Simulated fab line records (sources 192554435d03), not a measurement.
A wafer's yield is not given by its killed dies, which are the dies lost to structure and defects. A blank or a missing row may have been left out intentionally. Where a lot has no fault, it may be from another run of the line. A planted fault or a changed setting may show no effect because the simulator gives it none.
Tool commonality check | flow n5Finfet | 11 lots and 33 wafers in the sample

WHY IT WAS OPENED
On 2 of the 11 lots, a flag is raised at N5_BEOL_M14_CD_MEAS_10 on the reading cdNm. Wafers without a fault read 249.6 nm, standard deviation 1.6.
Rule: a lot is flagged when every wafer of it that has a number lies more than 4 standard deviations from that mean, or none has a number. The rest of the lots are taken to be sound.

lot  | measured     | on       | cdNm (nm), wafer by wafer | flag
L567 | day 13 20:54 | cdSem-02 | 252.1 249.7 252.5         | 
L568 | day 14 06:23 | cdSem-03 | 249.7 248.1 249.6         | 
L571 | day 15 02:59 | cdSem-02 | 248.0 249.2 249.3         | 
L576 | day 16 06:51 | cdSem-01 | 247.3 249.8 250.3         | 
L572 | day 16 18:16 | cdSem-03 | 249.1 249.6 249.8         | 
L577 | day 17 14:17 | cdSem-01 | 253.3 248.8 253.1         | 
L580 | day 17 18:40 | cdSem-01 | 265.0 261.8 266.3         | FLAGGED
L581 | day 18 09:35 | cdSem-02 | 264.3 269.6 266.2         | FLAGGED
L578 | day 18 21:35 | cdSem-01 | 249.7 249.2 251.7         | 
L589 | day 19 21:44 | cdSem-03 | 251.7 252.3 249.1         | 
L588 | day 19 22:18 | cdSem-01 | 250.6 250.4 249.9         | 
Average over the flagged lots: 265.5 nm; offset from the usual +15.9 nm, equal to +10 standard deviations.

LOT BY LOT: THE TOOL USED
Before the reading, the record contains 3 process steps out of a 1938-step route. Every cell lists first the tool, next ch and the chambers used by the sampled wafers, and last the start.
lot  | flag    | N5_BEOL_M13_DEGAS_41        | N5_BEOL_M14_ILD_DEP_00          | N5_BEOL_M14_PEB_08
L567 |         | pvdSputter-01, day 13 18:49 | pecvd-03 ch 0,1, day 13 20:24   | lithoTrack-03 ch 0, day 13 20:47
L568 |         | pvdSputter-02, day 14 04:28 | pecvd-02 ch 0,1,2, day 14 05:46 | lithoTrack-04 ch 0, day 14 06:17
L571 |         | pvdSputter-02, day 15 01:07 | pecvd-03 ch 1,2, day 15 02:29   | lithoTrack-02 ch 0, day 15 02:53
L576 |         | pvdSputter-03, day 16 04:55 | pecvd-01 ch 1,2, day 16 06:13   | lithoTrack-02 ch 0, day 16 06:44
L572 |         | pvdSputter-03, day 16 16:16 | pecvd-01 ch 0,1, day 16 17:34   | lithoTrack-03 ch 0, day 16 18:10
L577 |         | pvdSputter-03, day 17 12:16 | pecvd-01 ch 1,2, day 17 13:47   | lithoTrack-04 ch 0, day 17 14:10
L580 | FLAGGED | pvdSputter-01, day 17 16:38 | pecvd-01 ch 0,2, day 17 18:10   | lithoTrack-04 ch 0, day 17 18:33
L581 | FLAGGED | pvdSputter-03, day 18 07:26 | pecvd-03 ch 1,2, day 18 08:58   | lithoTrack-04 ch 0, day 18 09:28
L578 |         | pvdSputter-01, day 18 19:07 | pecvd-01 ch 1,2, day 18 20:58   | lithoTrack-03 ch 0, day 18 21:28
L589 |         | pvdSputter-03, day 19 19:41 | pecvd-02 ch 0,1, day 19 21:07   | lithoTrack-02 ch 0, day 19 21:37
L588 |         | pvdSputter-03, day 19 20:22 | pecvd-01 ch 0,1, day 19 21:41   | lithoTrack-02 ch 0, day 19 22:11
What these steps do:
- N5_BEOL_M13_DEGAS_41: time 60 s.
- N5_BEOL_M14_ILD_DEP_00: deposits SiO2 from TEOS/O2, target thk 1119.3 nm, time 237.4 s.
- N5_BEOL_M14_PEB_08: peb time 90 s.
- N5_BEOL_M14_CD_MEAS_10: target cd 250 nm.

FLAGGED OVER TOTAL, TOOL BY TOOL (the gauges that took the reading come last)
step                   | tool          | lots run | flagged | share of the flagged lots | sound lots run after its first flagged lot
N5_BEOL_M13_DEGAS_41   | pvdSputter-01 | 3        | 1       | some                      | 1 (L578)
N5_BEOL_M13_DEGAS_41   | pvdSputter-02 | 2        | 0       | none                      | -
N5_BEOL_M13_DEGAS_41   | pvdSputter-03 | 6        | 1       | some                      | 2 (L589,L588)
N5_BEOL_M14_ILD_DEP_00 | pecvd-01      | 6        | 1       | some                      | 2 (L578,L588)
N5_BEOL_M14_ILD_DEP_00 | pecvd-02      | 2        | 0       | none                      | -
N5_BEOL_M14_ILD_DEP_00 | pecvd-03      | 3        | 1       | some                      | 0
N5_BEOL_M14_PEB_08     | lithoTrack-02 | 4        | 0       | none                      | -
N5_BEOL_M14_PEB_08     | lithoTrack-03 | 3        | 0       | none                      | -
N5_BEOL_M14_PEB_08     | lithoTrack-04 | 4        | 2       | all                       | 0
N5_BEOL_M14_CD_MEAS_10 | cdSem-01      | 5        | 1       | some                      | 2 (L578,L588)
N5_BEOL_M14_CD_MEAS_10 | cdSem-02      | 3        | 1       | some                      | 0
N5_BEOL_M14_CD_MEAS_10 | cdSem-03      | 3        | 0       | none                      | -

THE TABLE: WHAT IT ALLOWS
Rows of the table that ran each flagged lot: 1, that is lithoTrack-04 at N5_BEOL_M14_PEB_08.
- lithoTrack-04 at N5_BEOL_M14_PEB_08: 2 of its 4 lots flagged. Its last sound lot is L577 (day 17 14:10), its first flagged lot L580 (day 17 18:33): a fault that began between those two fits. Its own readings (heaterPowerTotalW, plateTempC) fall more than 4 standard deviations out on all wafers of the flagged lots.
Just one tool remains: lithoTrack-04 at N5_BEOL_M14_PEB_08.

WHAT HAD BEEN PUT IN BY THE SIMULATOR
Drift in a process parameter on lithoTrack-04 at N5_BEOL_M14_PEB_08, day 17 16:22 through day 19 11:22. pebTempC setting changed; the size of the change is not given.
Shown lots that were struck: L580, L581. Same finding as the rule above.
